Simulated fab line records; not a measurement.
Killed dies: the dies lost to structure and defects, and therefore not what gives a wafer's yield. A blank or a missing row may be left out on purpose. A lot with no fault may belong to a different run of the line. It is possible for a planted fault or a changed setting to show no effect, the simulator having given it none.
Chamber matching    flow nand_harc    4 sister chambers for NHARC_A_STAIRCASE_DESCUM_252 on rie_diel-04
The step chemistry O2, time 3 s. 22 wafers are shown with their chamber, then 11 later ones without.

WAFERS WITH THEIR CHAMBER
wafer   chamber  drypump_motor_current_A (A)  showerhead_plenum_p_Torr (Torr)  rf_vpp_V (V)
L077.3  3        6.2                          1.96                             58.5
L077.4  0        4.6                          2.05                             59.2
L077.6  1        4.9                          1.79                             56.8
L078.1  2        5.8                          1.87                             56.8
L078.4  1        4.9                          1.79                             57.3
L078.6  3        6.2                          1.95                             58.3
L080.4  0        4.6                          2.05                             58.6
L080.5  0        4.6                          2.05                             58.9
L080.6  1        4.9                          1.79                             58.0
L085.2  3        6.2                          1.95                             57.9
L085.3  1        4.9                          1.78                             56.5
L085.6  2        5.7                          1.86                             56.7
L089.1  3        6.2                          1.94                             57.5
L089.2  1        4.9                          1.78                             56.0
L089.3  0        4.6                          2.04                             58.6
L088.1  2        5.8                          1.85                             57.0
L088.4  3        6.2                          1.94                             59.3
L088.5  3        6.2                          1.94                             57.2
L090.1  1        4.9                          1.78                             59.0
L090.5  0        4.6                          2.04                             58.8
L090.6  1        4.9                          1.78                             56.0
L092.1  1        4.9                          1.78                             57.7

SIGNATURES (means of the wafers above)
reading                   chamber 0  chamber 1  chamber 2  chamber 3  scatter within a chamber
drypump_motor_current_A   4.600      4.900      5.767      6.200      0.0192
showerhead_plenum_p_Torr  2.0460     1.7837     1.8600     1.9467     0.00683
rf_vpp_V                  58.820     57.163     56.833     58.117     0.775
Rule: distance of a wafer from a chamber = root of the sum over the readings of ((wafer's reading minus chamber's mean) / reading's scatter) squared. The wafer belongs to the nearest chamber; if the next one is less than 2 further off, it can't be placed. The scatter: the root of (the sum of the squares of (reading less its chamber's mean) over the shown wafers, divided by (wafers less chambers)).

WAFERS WITH NO CHAMBER GIVEN
wafer   drypump_motor_current_A (A)  showerhead_plenum_p_Torr (Torr)  rf_vpp_V (V)
L092.3  6.2                          1.94                             57.3
L092.6  6.2                          1.94                             57.8
L091.3  4.9                          1.78                             57.4
L091.4  4.6                          2.04                             58.7
L091.6  6.2                          1.94                             57.6
L094.4  6.2                          1.94                             56.0
L094.5  5.7                          1.85                             58.2
L094.6  6.2                          1.94                             58.0
L093.3  4.9                          1.77                             57.8
L093.5  5.8                          1.85                             58.2
L093.6  6.2                          1.94                             57.4

THE CHAMBER EACH PASSED THROUGH
wafer   from the rows above  in truth
L092.3  3                    3
L092.6  3                    3
L091.3  1                    1
L091.4  0                    0
L091.6  3                    3
L094.4  3                    3
L094.5  2                    2
L094.6  3                    3
L093.3  1                    1
L093.5  2                    2
L093.6  3                    3
Placed correctly: 11 of 11. Left unplaced by these rows: 0. Wrongly placed: 0.
